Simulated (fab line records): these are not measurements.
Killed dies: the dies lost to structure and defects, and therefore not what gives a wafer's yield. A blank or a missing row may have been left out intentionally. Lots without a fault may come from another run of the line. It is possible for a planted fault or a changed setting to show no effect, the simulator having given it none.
Which tool was responsible? / flow n5-finfet / 24 lots, 72 wafers sampled, at 3 steps of a route of 1938

WHAT THE GAUGES READ, wafer by wafer
N5_BEOL_M7_THK_MEAS_01.
lot=L074; measured=day 8 19:28; on=film-metro-02; M7_ILD_THK (nm)=155.5 154.9 156.1
lot=L075; measured=day 9 15:30; on=film-metro-02; M7_ILD_THK (nm)=154.8 157.1 156.4
lot=L077; measured=day 9 15:46; on=film-metro-01; M7_ILD_THK (nm)=154.7 157.6 156.4
lot=L076; measured=day 9 15:59; on=film-metro-01; M7_ILD_THK (nm)=156.9 158.0 157.4
lot=L079; measured=day 9 20:49; on=film-metro-01; M7_ILD_THK (nm)=150.6 155.5 156.7
lot=L078; measured=day 9 21:03; on=film-metro-02; M7_ILD_THK (nm)=155.5 158.6 156.8
lot=L080; measured=day 10 09:09; on=film-metro-01; M7_ILD_THK (nm)=159.5 155.8 158.2
lot=L081; measured=day 10 18:16; on=film-metro-02; M7_ILD_THK (nm)=154.2 156.4 158.0
lot=L082; measured=day 10 22:38; on=film-metro-02; M7_ILD_THK (nm)=156.4 158.2 159.8
lot=L083; measured=day 11 04:07; on=film-metro-02; M7_ILD_THK (nm)=152.3 155.5 156.3
lot=L085; measured=day 11 17:43; on=film-metro-01; M7_ILD_THK (nm)=152.7 156.3 157.4
lot=L086; measured=day 12 04:47; on=film-metro-01; M7_ILD_THK (nm)=156.5 157.8 157.5
lot=L084; measured=day 12 05:16; on=film-metro-01; M7_ILD_THK (nm)=152.4 153.5 156.8
lot=L088; measured=day 12 08:55; on=film-metro-01; M7_ILD_THK (nm)=152.9 155.8 156.5
lot=L087; measured=day 12 17:35; on=film-metro-01; M7_ILD_THK (nm)=153.3 152.5 152.8
lot=L089; measured=day 12 18:14; on=film-metro-01; M7_ILD_THK (nm)=154.3 155.6 156.4
lot=L090; measured=day 12 22:31; on=film-metro-01; M7_ILD_THK (nm)=155.9 156.0 155.8
lot=L091; measured=day 13 00:37; on=film-metro-02; M7_ILD_THK (nm)=153.3 152.5 153.0
lot=L093; measured=day 13 09:55; on=film-metro-02; M7_ILD_THK (nm)=154.0 156.6 155.4
lot=L092; measured=day 13 16:25; on=film-metro-01; M7_ILD_THK (nm)=156.0 155.9 156.4
lot=L094; measured=day 14 08:33; on=film-metro-02; M7_ILD_THK (nm)=152.4 152.9 155.8
lot=L095; measured=day 14 11:38; on=film-metro-01; M7_ILD_THK (nm)=155.0 155.6 156.8
lot=L096; measured=day 14 16:28; on=film-metro-02; M7_ILD_THK (nm)=154.4 154.1 156.8
lot=L097; measured=day 15 02:20; on=film-metro-02; M7_ILD_THK (nm)=155.3 157.6 157.1

WHAT TOOL EACH LOT RAN ON (gives the tool, then ch and the chambers of the sampled wafers, and finally the start)
lot=L074; N5_BEOL_M6_DEGAS_44=pvd-sputter-01, day 8 17:09; N5_BEOL_M6_CMP_52=cmp-03 ch 0,1,2, day 8 18:26
lot=L075; N5_BEOL_M6_DEGAS_44=pvd-sputter-03, day 9 12:39; N5_BEOL_M6_CMP_52=cmp-01 ch 0,2,3, day 9 14:25
lot=L077; N5_BEOL_M6_DEGAS_44=pvd-sputter-02, day 9 12:46; N5_BEOL_M6_CMP_52=cmp-01 ch 0,2,3, day 9 14:38
lot=L076; N5_BEOL_M6_DEGAS_44=pvd-sputter-03, day 9 12:51; N5_BEOL_M6_CMP_52=cmp-01 ch 2,3, day 9 14:52
lot=L079; N5_BEOL_M6_DEGAS_44=pvd-sputter-01, day 9 17:50; N5_BEOL_M6_CMP_52=cmp-01 ch 0,1, day 9 19:48
lot=L078; N5_BEOL_M6_DEGAS_44=pvd-sputter-01, day 9 17:55; N5_BEOL_M6_CMP_52=cmp-03 ch 0,1,3, day 9 20:02
lot=L080; N5_BEOL_M6_DEGAS_44=pvd-sputter-01, day 10 06:05; N5_BEOL_M6_CMP_52=cmp-04 ch 0,1,2, day 10 08:06
lot=L081; N5_BEOL_M6_DEGAS_44=pvd-sputter-02, day 10 15:50; N5_BEOL_M6_CMP_52=cmp-03 ch 2,3, day 10 17:14
lot=L082; N5_BEOL_M6_DEGAS_44=pvd-sputter-01, day 10 19:55; N5_BEOL_M6_CMP_52=cmp-01 ch 0,3, day 10 21:34
lot=L083; N5_BEOL_M6_DEGAS_44=pvd-sputter-03, day 11 00:05; N5_BEOL_M6_CMP_52=cmp-03 ch 0,1,2, day 11 03:03
lot=L085; N5_BEOL_M6_DEGAS_44=pvd-sputter-03, day 11 15:26; N5_BEOL_M6_CMP_52=cmp-04 ch 0,3, day 11 16:39
lot=L086; N5_BEOL_M6_DEGAS_44=pvd-sputter-02, day 12 01:32; N5_BEOL_M6_CMP_52=cmp-04 ch 0,1,3, day 12 03:50
lot=L084; N5_BEOL_M6_DEGAS_44=pvd-sputter-02, day 12 01:46; N5_BEOL_M6_CMP_52=cmp-03 ch 0,1,2, day 12 03:50
lot=L088; N5_BEOL_M6_DEGAS_44=pvd-sputter-02, day 12 06:32; N5_BEOL_M6_CMP_52=cmp-03 ch 0,1,3, day 12 07:58
lot=L087; N5_BEOL_M6_DEGAS_44=pvd-sputter-01, day 12 14:00; N5_BEOL_M6_CMP_52=cmp-03 ch 0,1,3, day 12 16:02
lot=L089; N5_BEOL_M6_DEGAS_44=pvd-sputter-01, day 12 14:49; N5_BEOL_M6_CMP_52=cmp-01 ch 0,2,3, day 12 16:58
lot=L090; N5_BEOL_M6_DEGAS_44=pvd-sputter-01, day 12 19:54; N5_BEOL_M6_CMP_52=cmp-01 ch 0,3, day 12 21:25
lot=L091; N5_BEOL_M6_DEGAS_44=pvd-sputter-01, day 12 21:41; N5_BEOL_M6_CMP_52=cmp-03 ch 0,1,3, day 12 23:36
lot=L093; N5_BEOL_M6_DEGAS_44=pvd-sputter-01, day 13 07:28; N5_BEOL_M6_CMP_52=cmp-01 ch 0,2,3, day 13 08:58
lot=L092; N5_BEOL_M6_DEGAS_44=pvd-sputter-03, day 13 13:44; N5_BEOL_M6_CMP_52=cmp-04 ch 0,1,2, day 13 15:21
lot=L094; N5_BEOL_M6_DEGAS_44=pvd-sputter-02, day 14 05:40; N5_BEOL_M6_CMP_52=cmp-04 ch 0,1,2, day 14 07:31
lot=L095; N5_BEOL_M6_DEGAS_44=pvd-sputter-03, day 14 08:55; N5_BEOL_M6_CMP_52=cmp-04 ch 0,2, day 14 10:30
lot=L096; N5_BEOL_M6_DEGAS_44=pvd-sputter-02, day 14 14:10; N5_BEOL_M6_CMP_52=cmp-04 ch 0,2, day 14 15:26
lot=L097; N5_BEOL_M6_DEGAS_44=pvd-sputter-02, day 15 00:01; N5_BEOL_M6_CMP_52=cmp-04 ch 0,1,2, day 15 01:17
- N5_BEOL_M6_DEGAS_44: time 60 s.
- N5_BEOL_M6_CMP_52: polishes, stops on SiCOH lowk, t overpolish 6.9 s, target thk 80 nm.

WHAT THE TOOLS THEMSELVES READ (means of the sampled wafers that have a number; where no wafer has one, the mark that the record gives instead)
N5_BEOL_M6_DEGAS_44.
lot=L074; tool=pvd-sputter-01; heater-power-w (W)=336
lot=L075; tool=pvd-sputter-03; heater-power-w (W)=314
lot=L077; tool=pvd-sputter-02; heater-power-w (W)=316
lot=L076; tool=pvd-sputter-03; heater-power-w (W)=360
lot=L079; tool=pvd-sputter-01; heater-power-w (W)=365
lot=L078; tool=pvd-sputter-01; heater-power-w (W)=338
lot=L080; tool=pvd-sputter-01; heater-power-w (W)=340
lot=L081; tool=pvd-sputter-02; heater-power-w (W)=330
lot=L082; tool=pvd-sputter-01; heater-power-w (W)=340
lot=L083; tool=pvd-sputter-03; heater-power-w (W)=365
lot=L085; tool=pvd-sputter-03; heater-power-w (W)=372
lot=L086; tool=pvd-sputter-02; heater-power-w (W)=352
lot=L084; tool=pvd-sputter-02; heater-power-w (W)=290
lot=L088; tool=pvd-sputter-02; heater-power-w (W)=302
lot=L087; tool=pvd-sputter-01; heater-power-w (W)=365
lot=L089; tool=pvd-sputter-01; heater-power-w (W)=337
lot=L090; tool=pvd-sputter-01; heater-power-w (W)=381
lot=L091; tool=pvd-sputter-01; heater-power-w (W)=353
lot=L093; tool=pvd-sputter-01; heater-power-w (W)=353
lot=L092; tool=pvd-sputter-03; heater-power-w (W)=363
lot=L094; tool=pvd-sputter-02; heater-power-w (W)=331
lot=L095; tool=pvd-sputter-03; heater-power-w (W)=357
lot=L096; tool=pvd-sputter-02; heater-power-w (W)=352
lot=L097; tool=pvd-sputter-02; heater-power-w (W)=318

N5_BEOL_M6_CMP_52.
lot=L074; tool=cmp-03; barrier-field-endpoint-s (s)=28.6; head-pressure-psi (psi)=1.0031; motor-current-A (A)=6.5; overpolish-run-s (s)=6.889; time-to-endpoint-s (s)=64.0
lot=L075; tool=cmp-01; barrier-field-endpoint-s (s)=28.2; head-pressure-psi (psi)=1.0009; motor-current-A (A)=6.7; overpolish-run-s (s)=6.907; time-to-endpoint-s (s)=63.2
lot=L077; tool=cmp-01; barrier-field-endpoint-s (s)=28.6; head-pressure-psi (psi)=1.0012; motor-current-A (A)=6.9; overpolish-run-s (s)=6.902; time-to-endpoint-s (s)=61.9
lot=L076; tool=cmp-01; barrier-field-endpoint-s (s)=28.5; head-pressure-psi (psi)=1.0032; motor-current-A (A)=6.6; overpolish-run-s (s)=6.905; time-to-endpoint-s (s)=61.9
lot=L079; tool=cmp-01; barrier-field-endpoint-s (s)=28.3; head-pressure-psi (psi)=0.9984; motor-current-A (A)=6.9; overpolish-run-s (s)=6.902; time-to-endpoint-s (s)=62.7
lot=L078; tool=cmp-03; barrier-field-endpoint-s (s)=28.7; head-pressure-psi (psi)=1.0004; motor-current-A (A)=6.2; overpolish-run-s (s)=6.905; time-to-endpoint-s (s)=60.3
lot=L080; tool=cmp-04; barrier-field-endpoint-s (s)=29.3; head-pressure-psi (psi)=0.9997; motor-current-A (A)=6.5; overpolish-run-s (s)=6.908; time-to-endpoint-s (s)=60.5
lot=L081; tool=cmp-03; barrier-field-endpoint-s (s)=28.7; head-pressure-psi (psi)=0.9998; motor-current-A (A)=6.5; overpolish-run-s (s)=6.905; time-to-endpoint-s (s)=61.7
lot=L082; tool=cmp-01; barrier-field-endpoint-s (s)=28.5; head-pressure-psi (psi)=0.9983; motor-current-A (A)=7.0; overpolish-run-s (s)=6.900; time-to-endpoint-s (s)=58.7
lot=L083; tool=cmp-03; barrier-field-endpoint-s (s)=30.1; head-pressure-psi (psi)=0.9995; motor-current-A (A)=6.6; overpolish-run-s (s)=6.904; time-to-endpoint-s (s)=68.7
lot=L085; tool=cmp-04; barrier-field-endpoint-s (s)=28.5; head-pressure-psi (psi)=0.9963; motor-current-A (A)=6.2; overpolish-run-s (s)=6.894; time-to-endpoint-s (s)=60.4
lot=L086; tool=cmp-04; barrier-field-endpoint-s (s)=29.4; head-pressure-psi (psi)=1.0003; motor-current-A (A)=6.3; overpolish-run-s (s)=6.902; time-to-endpoint-s (s)=65.0
lot=L084; tool=cmp-03; barrier-field-endpoint-s (s)=28.5; head-pressure-psi (psi)=0.9996; motor-current-A (A)=6.4; overpolish-run-s (s)=6.894; time-to-endpoint-s (s)=62.1
lot=L088; tool=cmp-03; barrier-field-endpoint-s (s)=28.3; head-pressure-psi (psi)=1.0017; motor-current-A (A)=6.4; overpolish-run-s (s)=6.897; time-to-endpoint-s (s)=58.6
lot=L087; tool=cmp-03; barrier-field-endpoint-s (s)=27.8; head-pressure-psi (psi)=1.0007; motor-current-A (A)=6.5; overpolish-run-s (s)=6.892; time-to-endpoint-s (s)=63.8
lot=L089; tool=cmp-01; barrier-field-endpoint-s (s)=28.5; head-pressure-psi (psi)=1.0019; motor-current-A (A)=7.0; overpolish-run-s (s)=6.901; time-to-endpoint-s (s)=62.0
lot=L090; tool=cmp-01; barrier-field-endpoint-s (s)=28.8; head-pressure-psi (psi)=1.0000; motor-current-A (A)=7.0; overpolish-run-s (s)=6.903; time-to-endpoint-s (s)=60.8
lot=L091; tool=cmp-03; barrier-field-endpoint-s (s)=28.3; head-pressure-psi (psi)=1.0020; motor-current-A (A)=6.3; overpolish-run-s (s)=6.905; time-to-endpoint-s (s)=61.0
lot=L093; tool=cmp-01; barrier-field-endpoint-s (s)=29.3; head-pressure-psi (psi)=0.9995; motor-current-A (A)=7.0; overpolish-run-s (s)=6.900; time-to-endpoint-s (s)=62.0
lot=L092; tool=cmp-04; barrier-field-endpoint-s (s)=28.9; head-pressure-psi (psi)=1.0011; motor-current-A (A)=6.5; overpolish-run-s (s)=6.889; time-to-endpoint-s (s)=62.7
lot=L094; tool=cmp-04; barrier-field-endpoint-s (s)=29.8; head-pressure-psi (psi)=1.0009; motor-current-A (A)=6.4; overpolish-run-s (s)=6.886; time-to-endpoint-s (s)=63.4
lot=L095; tool=cmp-04; barrier-field-endpoint-s (s)=29.5; head-pressure-psi (psi)=0.9995; motor-current-A (A)=5.8; overpolish-run-s (s)=6.888; time-to-endpoint-s (s)=61.7
lot=L096; tool=cmp-04; barrier-field-endpoint-s (s)=29.2; head-pressure-psi (psi)=0.9981; motor-current-A (A)=6.2; overpolish-run-s (s)=6.902; time-to-endpoint-s (s)=62.0
lot=L097; tool=cmp-04; barrier-field-endpoint-s (s)=29.3; head-pressure-psi (psi)=1.0010; motor-current-A (A)=6.6; overpolish-run-s (s)=6.898; time-to-endpoint-s (s)=63.3

THE ANSWER, worked out from the rows above alone
Rule: what is usual is taken from the lots themselves. The widest of any qualifying gaps counts: lots, ordered by their means at a reading, are off when they make up no more than a third of the lots, leave a main group of 4 or more, and stand apart from it by 3 or more times the standard deviation of that group's means. A main group whose means are all the same, to the digits that the tables above print for the reading, isn't used. Also off: a lot with no number at a reading for which 4 or more lots have one. All remaining lots with rows at the step are treated as sound. First the gauges in route order, then the tools' own readings, where a lot's mean is used as printed above. At the first step where some lot is off, the reading lying furthest off is the one used; lots without a number count as furthest.
No lot is off on any of the readings shown, so nothing can be concluded from this.

WHAT WAS PUT IN BY THE SIMULATOR
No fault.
